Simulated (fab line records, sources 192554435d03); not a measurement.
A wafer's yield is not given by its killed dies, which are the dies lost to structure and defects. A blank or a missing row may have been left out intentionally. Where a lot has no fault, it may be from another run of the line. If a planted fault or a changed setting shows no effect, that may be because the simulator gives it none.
fab line records | flow n5-finfet | part 1 of 2: steps 1 to 18 of 29
record lots=5 | wafers=15 | last-day=17
route steps=1938 shown BEOL_M1@756
lots untouched by any fault: they come from a run of this same line in which no faults occurred
start-h: start of the lot's first displayed wafer, in hours after the record's first day | wait-h: how many hours have passed since the lot's step before this one | " as in the row above | L1.1+2: one row covering several wafers at once | - value missing, or start not given | * or withheld: withheld | < > ~ a bound
route shown NAME@n: NAME is a module with steps in the file, n the number in the route of the first one | usual: mean/standard deviation of fault-free wafers | same: alike in all rows | chamber/n: place in a boat | sites: readings site by site | _std_site: the standard deviation of these | _edge_site: the outer-site mean with the inner-site mean subtracted | radius-mm: how far each site lies from the wafer's centre | mask NAME#n: copy n | behind: the last tool/chamber to shape the wafer | hold: cause of the lot's hold/its duration in hours/its outcome | device: whichever transistor did not switch (one of n, p or np) | end of line: the tests these same wafers got at the end of their route | a step with no rows: only its recipe | killed: not the wafer's yield, but the dies lost to structure and defects at the first sort | map: the dies of a wafer, with x for killed, . for not killed, _ for no die there
set.NAME: the run value of the setting; set.NAME@STEP: its run value at that earlier step | model.NAME: the simulator's own value behind a step, which no gauge read
a table for each step, a row for each wafer; lots at some steps of the route
services: the hour from which a tool's chamber was out of use, counted from the record's first day as start-h (under 0 if before that day), plus the number of hours and why
## steps
# step N5_BEOL_M1_COAT_62
# recipe resist=SiARC | temp-c=220 | time-s=60 | spin-rpm=1500 | resist-thk-nm=12
# usual exhaust-pa=44.9/1
lot.wafer | tool           | chamber | start-h | wait-h | exhaust-pa
L075.1    | litho-track-02 | 0       | -       | -      | 45.0
L075.3    | "              | 0       | "       | "      | 45.5
L075.5    | "              | 0       | "       | "      | 44.9
L077.1    | litho-track-05 | 0       | -       | -      | 43.9
L077.3    | "              | 0       | "       | "      | 44.0
L077.5    | "              | 0       | "       | "      | 44.3
L081.1    | litho-track-04 | 0       | -       | -      | 45.1
L081.4    | "              | 0       | "       | "      | 44.4
L081.6    | "              | 0       | "       | "      | 44.6
L085.2    | litho-track-02 | 0       | -       | -      | 45.6
L085.3    | "              | 0       | "       | "      | 44.2
L085.6    | "              | 0       | "       | "      | 45.0
L094.1    | litho-track-02 | 0       | -       | -      | 47.0
L094.3    | "              | 0       | "       | "      | 45.8
L094.4    | "              | 0       | "       | "      | 46.3
# step N5_BEOL_M1_COAT_73
# recipe resist=underlayer | temp-c=205 | time-s=60 | spin-rpm=1500 | resist-thk-nm=5
# usual exhaust-pa=44.9/0.95
lot.wafer | tool           | chamber | start-h | wait-h | exhaust-pa
L075.1    | litho-track-02 | 0       | -       | -      | 46.4
L075.3    | "              | 0       | "       | "      | 44.7
L075.5    | "              | 0       | "       | "      | 46.0
L077.1    | litho-track-05 | 0       | -       | -      | 45.7
L077.3    | "              | 0       | "       | "      | 44.3
L077.5    | "              | 0       | "       | "      | 44.2
L081.1    | litho-track-04 | 0       | -       | -      | 44.5
L081.4    | "              | 0       | "       | "      | 44.5
L081.6    | "              | 0       | "       | "      | 44.4
L085.2    | litho-track-02 | 0       | -       | -      | 44.7
L085.3    | "              | 0       | "       | "      | 44.2
L085.6    | "              | 0       | "       | "      | 44.4
L094.1    | litho-track-02 | 0       | -       | -      | 44.4
L094.3    | "              | 0       | "       | "      | 44.5
L094.4    | "              | 0       | "       | "      | 43.1
# step N5_BEOL_M1_COAT_05
# recipe resist=CAR-EUV | spin-rpm=1500 | resist-thk-nm=30
# usual exhaust-pa=45.1/0.86
lot.wafer | tool           | chamber | start-h | wait-h | exhaust-pa
L075.1    | litho-track-02 | 0       | -       | -      | 44.9
L075.3    | "              | 0       | "       | "      | 45.0
L075.5    | "              | 0       | "       | "      | 46.9
L077.1    | litho-track-05 | 0       | -       | -      | 44.0
L077.3    | "              | 0       | "       | "      | 45.1
L077.5    | "              | 0       | "       | "      | 44.6
L081.1    | litho-track-04 | 0       | -       | -      | 46.1
L081.4    | "              | 0       | "       | "      | 44.1
L081.6    | "              | 0       | "       | "      | 44.7
L085.2    | litho-track-02 | 0       | -       | -      | 43.7
L085.3    | "              | 0       | "       | "      | 45.2
L085.6    | "              | 0       | "       | "      | 46.3
L094.1    | litho-track-02 | 0       | -       | -      | 44.2
L094.3    | "              | 0       | "       | "      | 44.9
L094.4    | "              | 0       | "       | "      | 46.5
# step N5_BEOL_M1_EBR_07
# recipe solvent=PGMEA | ebr-width-mm=1.5
# usual exhaust-pa=45.1/0.86
lot.wafer | tool           | chamber | start-h | wait-h | exhaust-pa
L075.1    | litho-track-02 | 0       | -       | -      | 46.2
L075.3    | "              | 0       | "       | "      | 44.9
L075.5    | "              | 0       | "       | "      | 44.7
L077.1    | litho-track-05 | 0       | -       | -      | 43.6
L077.3    | "              | 0       | "       | "      | 44.5
L077.5    | "              | 0       | "       | "      | 44.0
L081.1    | litho-track-04 | 0       | -       | -      | 43.9
L081.4    | "              | 0       | "       | "      | 44.0
L081.6    | "              | 0       | "       | "      | 45.2
L085.2    | litho-track-02 | 0       | -       | -      | 47.5
L085.3    | "              | 0       | "       | "      | 46.4
L085.6    | "              | 0       | "       | "      | 46.1
L094.1    | litho-track-02 | 0       | -       | -      | 46.1
L094.3    | "              | 0       | "       | "      | 45.6
L094.4    | "              | 0       | "       | "      | 45.1
# step N5_BEOL_M1_SOFTBAKE_06
# recipe temp-c=110 | time-s=60 | resist=CAR-EUV
# usual exhaust-pa=45.0/0.86
lot.wafer | tool           | chamber | start-h | wait-h | exhaust-pa
L075.1    | litho-track-02 | 0       | -       | -      | 44.5
L075.3    | "              | 0       | "       | "      | 45.1
L075.5    | "              | 0       | "       | "      | 44.7
L077.1    | litho-track-05 | 0       | -       | -      | 45.9
L077.3    | "              | 0       | "       | "      | 45.1
L077.5    | "              | 0       | "       | "      | 46.0
L081.1    | litho-track-04 | 0       | -       | -      | 44.1
L081.4    | "              | 0       | "       | "      | 45.9
L081.6    | "              | 0       | "       | "      | 44.3
L085.2    | litho-track-02 | 0       | -       | -      | 43.9
L085.3    | "              | 0       | "       | "      | 45.3
L085.6    | "              | 0       | "       | "      | 45.3
L094.1    | litho-track-02 | 0       | -       | -      | 46.1
L094.3    | "              | 0       | "       | "      | 45.8
L094.4    | "              | 0       | "       | "      | 44.9
# step N5_BEOL_M1_EXPOSE_08
# recipe mask-id=M1 | na=0.33 | source-shape=dipole | sigma-inner=0.369 | sigma-outer=0.767 | polarization=unpolarized | dose-mj=33
lot.wafer  | tool           | chamber | start-h | wait-h | mask
L075.1+3+5 | euv-scanner-02 | 0       | 133.98  | -      | M1#0
L077.1+3+5 | euv-scanner-02 | 0       | 149.02  | -      | M1#0
L081.1+4+6 | euv-scanner-02 | 0       | 165.34  | -      | M1#0
L085.2+3+6 | euv-scanner-02 | 0       | 193.42  | -      | M1#0
L094.1+3+4 | euv-scanner-01 | 0       | 240.96  | -      | M1#0
# step N5_BEOL_M1_PEB_09
# recipe peb-temp-c=100 | peb-time-s=60 | resist=CAR-EUV
# usual exhaust-pa=45.2/0.82
lot.wafer | tool           | chamber | start-h | wait-h | exhaust-pa
L075.1    | litho-track-04 | 0       | 134.03  | 0.1    | 45.3
L075.3    | "              | 0       | "       | "      | 45.5
L075.5    | "              | 0       | "       | "      | 46.3
L077.1    | litho-track-04 | 0       | 149.08  | 0.1    | 44.1
L077.3    | "              | 0       | "       | "      | 45.6
L077.5    | "              | 0       | "       | "      | 45.8
L081.1    | litho-track-02 | 0       | 165.40  | 0.1    | 45.7
L081.4    | "              | 0       | "       | "      | 45.3
L081.6    | "              | 0       | "       | "      | 45.7
L085.2    | litho-track-04 | 0       | 193.47  | 0.0    | 44.1
L085.3    | "              | 0       | "       | "      | 45.3
L085.6    | "              | 0       | "       | "      | 44.1
L094.1    | litho-track-02 | 0       | 241.02  | 0.1    | 45.5
L094.3    | "              | 0       | "       | "      | 44.3
L094.4    | "              | 0       | "       | "      | 46.1
# step N5_BEOL_M1_DEVELOP_10
# recipe develop-time-s=30 | developer=TMAH | resist=CAR-EUV | rinse-liquid=surfactant-rinse | dry=air-spin | dev-temp-c=23
# usual exhaust-pa=44.9/0.96
lot.wafer | tool           | chamber | start-h | wait-h | exhaust-pa
L075.1    | litho-track-04 | 0       | -       | -      | 45.2
L075.3    | "              | 0       | "       | "      | 45.2
L075.5    | "              | 0       | "       | "      | 46.4
L077.1    | litho-track-04 | 0       | -       | -      | 47.2
L077.3    | "              | 0       | "       | "      | 45.1
L077.5    | "              | 0       | "       | "      | 45.4
L081.1    | litho-track-02 | 0       | -       | -      | 46.5
L081.4    | "              | 0       | "       | "      | 44.1
L081.6    | "              | 0       | "       | "      | 45.8
L085.2    | litho-track-04 | 0       | -       | -      | 44.3
L085.3    | "              | 0       | "       | "      | 46.6
L085.6    | "              | 0       | "       | "      | 45.0
L094.1    | litho-track-02 | 0       | -       | -      | 44.4
L094.3    | "              | 0       | "       | "      | 45.8
L094.4    | "              | 0       | "       | "      | 42.9
# step N5_BEOL_M1_CD_MEAS_11
# recipe target-cd-nm=17.05 | landing-energy-ev=500 | detector=se-inlens | polarity=opening
# usual cd-nm=17.05/0.25
lot.wafer | tool      | chamber | start-h | wait-h | cd-nm
L075.1    | cd-sem-02 | 0       | 134.10  | -      | 17.03
L075.3    | "         | 0       | "       | "      | 16.95
L075.5    | "         | 0       | "       | "      | 17.05
L077.1    | cd-sem-01 | 0       | 149.15  | -      | 17.06
L077.3    | "         | 0       | "       | "      | 17.30
L077.5    | "         | 0       | "       | "      | 17.36
L081.1    | cd-sem-01 | 0       | 165.47  | -      | 16.81
L081.4    | "         | 0       | "       | "      | 16.91
L081.6    | "         | 0       | "       | "      | 16.64
L085.2    | cd-sem-01 | 0       | 193.54  | -      | 17.23
L085.3    | "         | 0       | "       | "      | 17.10
L085.6    | "         | 0       | "       | "      | 17.38
L094.1    | cd-sem-03 | 0       | 241.09  | -      | 16.92
L094.3    | "         | 0       | "       | "      | 17.20
L094.4    | "         | 0       | "       | "      | 17.16
# step N5_BEOL_M1_OVL_MEAS_12
# recipe points-per-wafer=522
# usual M1_OVL=-0.1/0.66
lot.wafer | tool       | chamber | start-h | wait-h | M1_OVL[nm]
L075.1    | overlay-02 | 0       | 134.13  | 0.0    | -0.8
L075.3    | "          | 0       | "       | "      | -1.0
L075.5    | "          | 0       | "       | "      | 0.0
L077.1    | overlay-01 | 0       | 149.18  | 0.0    | -0.3
L077.3    | "          | 0       | "       | "      | -0.8
L077.5    | "          | 0       | "       | "      | -1.1
L081.1    | overlay-01 | 0       | 165.50  | 0.0    | -1.2
L081.4    | "          | 0       | "       | "      | -0.2
L081.6    | "          | 0       | "       | "      | 0.4
L085.2    | overlay-02 | 0       | 193.57  | 0.0    | -0.7
L085.3    | "          | 0       | "       | "      | 0.9
L085.6    | "          | 0       | "       | "      | 0.1
L094.1    | overlay-02 | 0       | 241.12  | 0.0    | 0.0
L094.3    | "          | 0       | "       | "      | 0.0
L094.4    | "          | 0       | "       | "      | -0.1
# step N5_BEOL_M1_INSPECT_13
# recipe mode=adi | inspect-instrument=brightfield
# usual raw-defect-count=392/100
lot.wafer | tool              | chamber | start-h | wait-h | raw-defect-count
L075.1    | defect-inspect-02 | -       | 134.19  | 0.1    | 459
L075.3    | "                 | -       | "       | "      | 287
L075.5    | "                 | -       | "       | "      | 341
L077.1    | defect-inspect-01 | -       | 149.24  | 0.1    | 427
L077.3    | "                 | -       | "       | "      | 438
L077.5    | "                 | -       | "       | "      | 325
L081.1    | defect-inspect-01 | -       | 165.56  | 0.1    | 314
L081.4    | "                 | -       | "       | "      | 290
L081.6    | "                 | -       | "       | "      | 258
L085.2    | defect-inspect-02 | -       | 193.63  | 0.0    | 472
L085.3    | "                 | -       | "       | "      | 623
L085.6    | "                 | -       | "       | "      | 451
L094.1    | defect-inspect-01 | -       | 241.18  | 0.1    | 426
L094.3    | "                 | -       | "       | "      | 379
L094.4    | "                 | -       | "       | "      | 432
# step N5_BEOL_M1_DESCUM_16
# recipe chemistry=O2 | time-s=7 | source-power-w=50 | bias-power-w=20 | pressure-mtorr=20 | rf-frequency-hz=2.712e+07 | temp-c=40 | resist=CAR-EUV | o2-flow-sccm=225
# usual chamber-pressure-mTorr=19.999/0.018 | drypump-motor-current-A=5.7/0.66 | oes-product-au=0.82/0.09 | rf-vpp-V=243.2/1.3 | showerhead-plenum-p-Torr=2.10/0.067 | throttle-valve-pct=20.42/0.2
lot.wafer | tool        | chamber | start-h | wait-h | chamber-pressure-mTorr | drypump-motor-current-A | oes-product-au | rf-hours-counter-h | rf-vpp-V | showerhead-plenum-p-Torr | throttle-valve-pct
L075.1    | rie-diel-04 | 1       | 134.61  | 0.4    | 19.971                 | 5.9                     | 0.78           | 133                | 243.5    | 2.18                     | 20.45
L075.3    | "           | 3       | "       | "      | 20.028                 | 5.9                     | 0.92           | 17                 | 243.7    | 2.14                     | 20.27
L075.5    | "           | 1       | "       | "      | 20.002                 | 5.9                     | 0.78           | -                  | 244.6    | 2.18                     | 20.45
L077.1    | rie-diel-01 | 2       | 149.27  | 0.0    | 20.005                 | 4.9                     | 0.78           | 130                | 242.6    | 2.01                     | 20.38
L077.3    | "           | 3       | "       | "      | 19.980                 | 5.4                     | 0.67           | 249                | 242.9    | 2.06                     | 20.37
L077.5    | "           | 0       | "       | "      | 19.987                 | 5.5                     | 0.85           | -                  | 245.3    | 2.13                     | 20.22
L081.1    | rie-diel-04 | 2       | 165.89  | 0.3    | 20.009                 | 6.2                     | 0.77           | 128                | 242.4    | 2.03                     | 20.62
L081.4    | "           | 1       | "       | "      | 19.955                 | 5.9                     | 0.77           | 142                | 244.1    | 2.18                     | 20.45
L081.6    | "           | 0       | "       | "      | 19.989                 | 5.4                     | 0.95           | -                  | 243.4    | 2.24                     | 20.21
L085.2    | rie-diel-06 | 0       | 193.66  | 0.0    | 19.962                 | 6.3                     | 0.92           | 27                 | 244.7    | 2.14                     | 20.16
L085.3    | "           | 2       | "       | "      | 19.987                 | 6.6                     | 0.95           | 11                 | 243.7    | 2.13                     | 20.37
L085.6    | "           | 0       | "       | "      | 20.001                 | 6.3                     | 0.91           | -                  | 244.0    | 2.14                     | 20.19
L094.1    | rie-diel-06 | 0       | 241.21  | 0.0    | 20.014                 | 6.2                     | 0.88           | 44                 | 244.3    | 2.13                     | 20.21
L094.3    | "           | 2       | "       | "      | 19.977                 | 6.6                     | 0.91           | 27                 | 242.1    | 2.13                     | 20.38
L094.4    | "           | 1       | "       | "      | 20.005                 | 4.9                     | 0.71           | 220                | 241.4    | 2.08                     | 20.55
# step N5_BEOL_M1_ETCH_74
# recipe chemistry=N2/H2 | target=underlayer | target-depth-a=65 | mask-material=CAR-EUV | time-s=5.2 | ion-energy-ev=200 | pressure-mtorr=30 | source-w=840 | bias-w=150 | n2-flow-sccm=200 | h2-flow-sccm=200 | ends=cleared
# usual chamber-pressure-mTorr=30.00/0.041 | drypump-motor-current-A=5.8/0.66 | etch-rf-on-time-s=5.18/0.095 | oes-product-au=0.70/0.078 | rf-vpp-V=523.8/2.5 | showerhead-plenum-p-Torr=2.54/0.082 | throttle-valve-pct=17.86/0.2
lot.wafer | tool        | chamber | start-h | wait-h | chamber-pressure-mTorr | drypump-motor-current-A | etch-rf-on-time-s | oes-product-au | rf-hours-counter-h | rf-vpp-V | showerhead-plenum-p-Torr | throttle-valve-pct
L075.1    | rie-diel-04 | 1       | 134.65  | 0.0    | 29.97                  | 5.9                     | 5.07              | 0.67           | 133                | 527.0    | 2.66                     | 17.91
L075.3    | "           | 3       | "       | "      | 29.97                  | 5.9                     | 5.14              | 0.79           | 17                 | 525.1    | 2.59                     | 17.62
L075.5    | "           | 1       | "       | "      | 29.98                  | 5.9                     | 5.08              | 0.67           | -                  | 525.6    | 2.66                     | 17.88
L077.1    | rie-diel-01 | 2       | 149.30  | 0.0    | 30.00                  | 4.9                     | 5.12              | 0.66           | 130                | 521.2    | 2.45                     | 17.87
L077.3    | "           | 3       | "       | "      | 29.97                  | 5.4                     | 5.32              | 0.58           | 249                | 522.9    | 2.49                     | 17.84
L077.5    | "           | 0       | "       | "      | 29.96                  | 5.4                     | 5.21              | 0.74           | -                  | 524.9    | 2.59                     | 17.68
L081.1    | rie-diel-04 | 2       | 165.93  | 0.0    | 30.04                  | 6.2                     | 5.26              | 0.66           | 128                | 520.0    | 2.45                     | 18.06
L081.4    | "           | 1       | "       | "      | 29.94                  | 5.9                     | 5.10              | 0.65           | 142                | 526.2    | 2.66                     | 17.93
L081.6    | "           | 0       | "       | "      | 30.03                  | 5.3                     | 5.21              | 0.81           | -                  | 529.2    | 2.72                     | 17.61
L085.2    | rie-diel-06 | 0       | 193.70  | 0.0    | 29.99                  | 6.3                     | 5.16              | 0.77           | 27                 | 523.8    | 2.60                     | 17.69
L085.3    | "           | 2       | "       | "      | 29.95                  | 6.6                     | 5.07              | 0.81           | 11                 | 524.8    | 2.60                     | 17.90
L085.6    | "           | 0       | "       | "      | 30.01                  | 6.3                     | 5.15              | 0.77           | -                  | 525.2    | 2.60                     | 17.70
L094.1    | rie-diel-06 | 0       | 241.25  | 0.0    | 29.91                  | 6.3                     | 5.13              | 0.75           | 44                 | 523.7    | 2.59                     | 17.69
L094.3    | "           | 2       | "       | "      | 30.03                  | 6.6                     | 5.05              | 0.78           | 27                 | 526.2    | 2.59                     | 17.92
L094.4    | "           | 1       | "       | "      | 30.02                  | 5.0                     | 5.28              | 0.61           | 220                | 524.8    | 2.51                     | 17.91
# step N5_BEOL_M1_ETCH_63
# recipe chemistry=CF4 | target=SiARC | target-depth-a=156 | mask-material=CAR-EUV | time-s=26 | ion-energy-ev=80 | pressure-mtorr=40 | source-w=545 | bias-w=36 | Ar_flow_sccm=100 | cf4-flow-sccm=100 | ends=cleared
# usual chamber-pressure-mTorr=40.00/0.04 | drypump-motor-current-A=5.7/0.66 | etch-rf-on-time-s=26.0/0.49 | oes-product-au=0.70/0.078 | rf-vpp-V=184.1/1.2 | showerhead-plenum-p-Torr=2.14/0.065 | throttle-valve-pct=15.59/0.21
lot.wafer | tool        | chamber | start-h | wait-h | chamber-pressure-mTorr | drypump-motor-current-A | etch-rf-on-time-s | oes-product-au | rf-hours-counter-h | rf-vpp-V | showerhead-plenum-p-Torr | throttle-valve-pct
L075.1    | rie-diel-04 | 1       | 134.67  | 0.0    | 40.09                  | 5.9                     | 25.0              | 0.68           | 133                | 186.3    | 2.24                     | 15.67
L075.3    | "           | 3       | "       | "      | 39.98                  | 5.9                     | 25.7              | 0.79           | 17                 | 184.3    | 2.19                     | 15.35
L075.5    | "           | 1       | "       | "      | 40.01                  | 5.9                     | 25.3              | 0.67           | -                  | 185.7    | 2.24                     | 15.65
L077.1    | rie-diel-01 | 2       | 149.32  | 0.0    | 39.97                  | 4.9                     | 26.0              | 0.66           | 130                | 184.0    | 2.07                     | 15.61
L077.3    | "           | 3       | "       | "      | 39.99                  | 5.4                     | 26.5              | 0.58           | 249                | 182.7    | 2.11                     | 15.69
L077.5    | "           | 0       | "       | "      | 39.99                  | 5.4                     | 26.1              | 0.73           | -                  | 185.3    | 2.18                     | 15.42
L081.1    | rie-diel-04 | 2       | 165.95  | 0.0    | 39.95                  | 6.2                     | 26.1              | 0.66           | 128                | 184.3    | 2.08                     | 15.76
L081.4    | "           | 1       | "       | "      | 40.00                  | 5.9                     | 25.4              | 0.66           | 142                | 184.0    | 2.23                     | 15.70
L081.6    | "           | 0       | "       | "      | 40.00                  | 5.4                     | 25.6              | 0.81           | -                  | 186.7    | 2.27                     | 15.30
L085.2    | rie-diel-06 | 0       | 193.71  | 0.0    | 39.99                  | 6.2                     | 25.5              | 0.78           | 27                 | 183.8    | 2.19                     | 15.34
L085.3    | "           | 2       | "       | "      | 40.06                  | 6.6                     | 25.3              | 0.81           | 11                 | 185.2    | 2.19                     | 15.55
L085.6    | "           | 0       | "       | "      | 40.02                  | 6.2                     | 25.6              | 0.77           | -                  | 184.9    | 2.19                     | 15.33
L094.1    | rie-diel-06 | 0       | 241.26  | 0.0    | 40.00                  | 6.3                     | 25.7              | 0.75           | 44                 | 185.0    | 2.18                     | 15.37
L094.3    | "           | 2       | "       | "      | 39.98                  | 6.6                     | 25.5              | 0.77           | 27                 | 185.4    | 2.19                     | 15.58
L094.4    | "           | 1       | "       | "      | 39.97                  | 4.9                     | 26.8              | 0.61           | 220                | 182.1    | 2.12                     | 15.72
# step N5_BEOL_M1_ETCH_64
# recipe chemistry=N2/H2 | target=SOC | target-depth-a=750 | overetch-a=150 | mask-material=SiARC | temp-c=40 | time-s=112.5 | ion-energy-ev=200 | pressure-mtorr=30 | source-w=840 | bias-w=150 | n2-flow-sccm=200 | h2-flow-sccm=200
# usual chamber-pressure-mTorr=30.000/0.027 | drypump-motor-current-A=5.8/0.66 | oes-product-au=0.65/0.067 | rf-vpp-V=523.8/2.3 | showerhead-plenum-p-Torr=2.54/0.082 | throttle-valve-pct=17.82/0.2
lot.wafer | tool        | chamber | start-h | wait-h | chamber-pressure-mTorr | drypump-motor-current-A | oes-product-au | rf-hours-counter-h | rf-vpp-V | showerhead-plenum-p-Torr | throttle-valve-pct
L075.1    | rie-diel-04 | 1       | 134.69  | 0.0    | 29.980                 | 5.9                     | 0.60           | 133                | 527.2    | 2.66                     | 17.86
L075.3    | "           | 3       | "       | "      | 29.977                 | 5.9                     | 0.74           | 17                 | 524.4    | 2.59                     | 17.58
L075.5    | "           | 1       | "       | "      | 30.045                 | 5.9                     | 0.60           | -                  | 527.6    | 2.66                     | 17.86
L077.1    | rie-diel-01 | 2       | 149.35  | 0.0    | 30.035                 | 4.9                     | 0.61           | 130                | 521.8    | 2.45                     | 17.80
L077.3    | "           | 3       | "       | "      | 30.003                 | 5.4                     | 0.54           | 249                | 521.5    | 2.49                     | 17.78
L077.5    | "           | 0       | "       | "      | 29.979                 | 5.5                     | 0.67           | -                  | 526.1    | 2.59                     | 17.64
L081.1    | rie-diel-04 | 2       | 165.97  | 0.0    | 30.002                 | 6.2                     | 0.61           | 129                | 520.8    | 2.45                     | 18.05
L081.4    | "           | 1       | "       | "      | 30.004                 | 5.9                     | 0.61           | 142                | 526.0    | 2.66                     | 17.87
L081.6    | "           | 0       | "       | "      | 29.999                 | 5.3                     | 0.76           | -                  | 528.6    | 2.72                     | 17.56
L085.2    | rie-diel-06 | 0       | 193.74  | 0.0    | 30.018                 | 6.2                     | 0.72           | 27                 | 526.0    | 2.60                     | 17.62
L085.3    | "           | 2       | "       | "      | 29.962                 | 6.6                     | 0.75           | 11                 | 524.6    | 2.60                     | 17.85
L085.6    | "           | 0       | "       | "      | 30.005                 | 6.3                     | 0.71           | -                  | 526.2    | 2.60                     | 17.62
L094.1    | rie-diel-06 | 0       | 241.29  | 0.0    | 30.016                 | 6.2                     | 0.69           | 44                 | 526.1    | 2.59                     | 17.66
L094.3    | "           | 2       | "       | "      | 30.021                 | 6.6                     | 0.70           | 27                 | 525.2    | 2.59                     | 17.86
L094.4    | "           | 1       | "       | "      | 29.971                 | 4.9                     | 0.57           | 220                | 524.7    | 2.51                     | 17.87
# step N5_BEOL_M1_STRIP_65
# recipe chemistry=N2/H2 | temp-c=40 | n2-flow-sccm=200 | h2-flow-sccm=200 | rf-frequency-hz=6e+07
lot.wafer  | tool        | chamber | start-h | wait-h
L075.1+3+5 | rie-diel-04 | 1,3,1   | 134.80  | 0.1
L077.1+3+5 | rie-diel-01 | 2,3,0   | 149.46  | 0.1
L081.1+4+6 | rie-diel-04 | 2,1,0   | 166.08  | 0.1
L085.2+3+6 | rie-diel-06 | 0,2,0   | 193.85  | 0.1
L094.1+3+4 | rie-diel-06 | 0,2,1   | 241.40  | 0.1
# step N5_BEOL_M1_STRIP_75
# recipe chemistry=N2/H2 | temp-c=40 | n2-flow-sccm=200 | h2-flow-sccm=200 | rf-frequency-hz=6e+07
lot.wafer  | tool        | chamber | start-h | wait-h
L075.1+3+5 | rie-diel-04 | 1,3,1   | 134.81  | 0.0
L077.1+3+5 | rie-diel-01 | 2,3,0   | 149.47  | 0.0
L081.1+4+6 | rie-diel-04 | 2,1,0   | 166.09  | 0.0
L085.2+3+6 | rie-diel-06 | 0,2,0   | 193.86  | 0.0
L094.1+3+4 | rie-diel-06 | 0,2,1   | 241.41  | 0.0
# step N5_BEOL_M1_STRIP_66
# recipe chemistry=CF4 | resist=SiARC | power-w=300 | bias-power-w=75 | pressure-mtorr=50 | cf4-flow-sccm=150 | rf-frequency-hz=6e+07
# usual chamber-pressure-mTorr=50.00/0.048 | drypump-motor-current-A=5.7/0.67 | oes-product-au=0.81/0.083 | power-w=300.0/0.79 | rf-vpp-V=271.1/1.4 | showerhead-plenum-p-Torr=1.80/0.054 | throttle-valve-pct=13.54/0.22
lot.wafer | tool        | chamber | start-h | wait-h | chamber-pressure-mTorr | drypump-motor-current-A | oes-product-au | power-w | rf-hours-counter-h | rf-vpp-V | showerhead-plenum-p-Torr | throttle-valve-pct
L075.1    | rie-diel-04 | 1       | 134.82  | 0.0    | 49.94                  | 5.9                     | 0.77           | 299.6   | 133                | 272.6    | 1.87                     | 13.64
L075.3    | "           | 3       | "       | "      | 50.00                  | 5.9                     | 0.90           | 301.7   | 17                 | 272.7    | 1.84                     | 13.31
L075.5    | "           | 1       | "       | "      | 49.95                  | 5.9                     | 0.76           | 300.7   | -                  | 272.0    | 1.87                     | 13.63
L077.1    | rie-diel-01 | 2       | 149.48  | 0.0    | 49.95                  | 4.8                     | 0.76           | 299.0   | 130                | 269.6    | 1.73                     | 13.56
L077.3    | "           | 3       | "       | "      | 49.94                  | 5.4                     | 0.68           | 299.8   | 249                | 270.6    | 1.77                     | 13.68
L077.5    | "           | 0       | "       | "      | 49.98                  | 5.4                     | 0.85           | 300.6   | -                  | 270.8    | 1.82                     | 13.37
L081.1    | rie-diel-04 | 2       | 166.10  | 0.0    | 49.99                  | 6.2                     | 0.76           | 300.3   | 129                | 269.2    | 1.74                     | 13.72
L081.4    | "           | 1       | "       | "      | 49.96                  | 5.9                     | 0.76           | 299.1   | 142                | 271.3    | 1.87                     | 13.65
L081.6    | "           | 0       | "       | "      | 49.97                  | 5.3                     | 0.95           | 299.3   | -                  | 274.5    | 1.90                     | 13.26
L085.2    | rie-diel-06 | 0       | 193.87  | 0.0    | 50.03                  | 6.2                     | 0.89           | 299.2   | 27                 | 271.7    | 1.83                     | 13.27
L085.3    | "           | 2       | "       | "      | 49.99                  | 6.6                     | 0.92           | 299.3   | 11                 | 273.5    | 1.83                     | 13.46
L085.6    | "           | 0       | "       | "      | 50.03                  | 6.2                     | 0.88           | 301.0   | -                  | 271.7    | 1.83                     | 13.28
L094.1    | rie-diel-06 | 0       | 241.42  | 0.0    | 49.99                  | 6.3                     | 0.87           | 298.7   | 44                 | 271.2    | 1.83                     | 13.31
L094.3    | "           | 2       | "       | "      | 49.98                  | 6.6                     | 0.89           | 299.0   | 27                 | 273.0    | 1.83                     | 13.50
L094.4    | "           | 1       | "       | "      | 50.01                  | 5.0                     | 0.71           | 301.1   | 220                | 270.3    | 1.77                     | 13.71
